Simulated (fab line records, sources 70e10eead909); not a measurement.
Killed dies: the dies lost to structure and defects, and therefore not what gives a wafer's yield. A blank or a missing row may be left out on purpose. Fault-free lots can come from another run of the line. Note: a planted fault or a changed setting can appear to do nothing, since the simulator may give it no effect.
Matching of chambers + flow nand harc + 4 sister chambers for NHARC_A_CONTACT_ETCH_91 on rie diel-03
The step etches the open film in CH3F/O2, target depth 40 nm, time 85.7 s. 14 wafers are shown with their chamber, then 6 later ones without.

## WAFERS, EACH WITH ITS CHAMBER
| wafer  | chamber | showerhead plenum p Torr (Torr) | drypump motor current A (A) | rf vpp V (V) |
|--------|---------|---------------------------------|-----------------------------|--------------|
| L176.3 | 2       | 2.52                            | 6.2                         | 244.9        |
| L176.5 | 0       | 2.34                            | 5.6                         | 243.2        |
| L176.6 | 1       | 2.35                            | 6.2                         | 242.8        |
| L178.4 | 2       | 2.52                            | 6.2                         | 243.9        |
| L178.5 | 1       | 2.35                            | 6.2                         | 242.8        |
| L178.6 | 2       | 2.52                            | 6.2                         | 245.1        |
| L185.1 | 0       | 2.33                            | 5.6                         | 243.4        |
| L185.2 | 3       | 2.58                            | 5.9                         | 246.1        |
| L187.2 | 3       | 2.58                            | 5.9                         | 246.5        |
| L187.4 | 0       | 2.33                            | 5.5                         | 242.1        |
| L187.6 | 2       | 2.51                            | 6.2                         | 243.5        |
| L186.1 | 0       | 2.33                            | 5.5                         | 242.7        |
| L186.5 | 3       | 2.58                            | 5.9                         | 246.0        |
| L186.6 | 0       | 2.33                            | 5.6                         | 242.3        |

SIGNATURES (means of the wafers above)
| reading                  | chamber 0 | chamber 1 | chamber 2 | chamber 3 | scatter within a chamber |
|--------------------------|-----------|-----------|-----------|-----------|--------------------------|
| showerhead plenum p Torr | 2.3320    | 2.3500    | 2.5175    | 2.5800    | 0.00394                  |
| drypump motor current A  | 5.560     | 6.200     | 6.200     | 5.900     | 0.0346                   |
| rf vpp V                 | 242.740   | 242.800   | 244.350   | 246.200   | 0.564                    |
Rule: for a wafer and a chamber, the distance is found by dividing, reading by reading, the gap between the wafer's reading and the chamber's mean by the reading's scatter, squaring, summing and taking the root. The wafer belongs to the nearest chamber; if the next one is less than 2 further off, it can't be placed. The scatter is the square root of a quotient: the sum, over the shown wafers, of each reading's squared deviation from its chamber's mean, divided by wafers minus chambers.

## WAFERS WITHOUT THEIR CHAMBER
| wafer  | showerhead plenum p Torr (Torr) | drypump motor current A (A) | rf vpp V (V) |
|--------|---------------------------------|-----------------------------|--------------|
| L193.3 | 2.32                            | 5.6                         | 243.5        |
| L193.4 | 2.51                            | 6.2                         | 244.8        |
| L193.6 | 2.33                            | 5.6                         | 241.8        |
| L194.1 | 2.32                            | 5.6                         | 241.0        |
| L194.2 | 2.57                            | 5.9                         | 246.2        |
| L194.6 | 2.57                            | 5.9                         | 243.9        |

## EACH ONE'S CHAMBER
| wafer  | from the rows above | in truth |
|--------|---------------------|----------|
| L193.3 | 0                   | 0        |
| L193.4 | 2                   | 2        |
| L193.6 | 0                   | 0        |
| L194.1 | 0                   | 0        |
| L194.2 | 3                   | 3        |
| L194.6 | 3                   | 3        |
Placed correctly: 6 of 6. Number that these rows cannot place: 0. Number placed wrongly: 0.
